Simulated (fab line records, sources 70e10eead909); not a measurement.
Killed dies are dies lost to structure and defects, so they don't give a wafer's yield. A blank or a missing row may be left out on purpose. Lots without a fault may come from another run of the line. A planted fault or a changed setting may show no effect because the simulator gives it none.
Chamber matching | flow nand_harc | NHARC_A_WL_FILL_ALD_02 on ald_metal-03: 4 sister chambers
The step deposits TiN, target thk 2 nm, pulse time 3 s, ald cycles 100. 4 wafers are shown with their chamber, then 6 later ones without.

WAFERS WITH THEIR CHAMBER
wafer  | chamber | heater_power_w (W)
L739.1 | 2       | 946
L739.6 | 1       | 1007
L741.2 | 0       | 1266
L741.6 | 3       | 1063

WAFERS WITHOUT THEIR CHAMBER
wafer  | heater_power_w (W)
L746.3 | 1067
L746.5 | 1256
L746.6 | 1002
L747.2 | 1054
L747.5 | 996
L747.6 | 1034

WHICH CHAMBER EACH WENT THROUGH
wafer  | from the rows above     | in truth
L746.3 | 3                       | 3
L746.5 | 0                       | 0
L746.6 | 1                       | 1
L747.2 | 3                       | 3
L747.5 | 1                       | 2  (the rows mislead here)
L747.6 | can't be placed: 1 or 3 | 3
Placed correctly: 4 of 6. Can't be placed from these rows: 1 (the true chamber is among the candidates in 1). Placed wrongly: 1.
How it was worked out, from the rows above alone: a wafer's distance from a chamber is the root of the sum, over the readings, of the square of ((its reading less the chamber's mean) divided by the reading's scatter). The wafer belongs to the nearest chamber; if the next one is less than 2 further off, it can't be placed. A chamber's mean is the mean of its shown wafers. The scatter: with one shown wafer a chamber, the root of the mean of the squares of how far each hidden wafer lies from its nearest shown one.
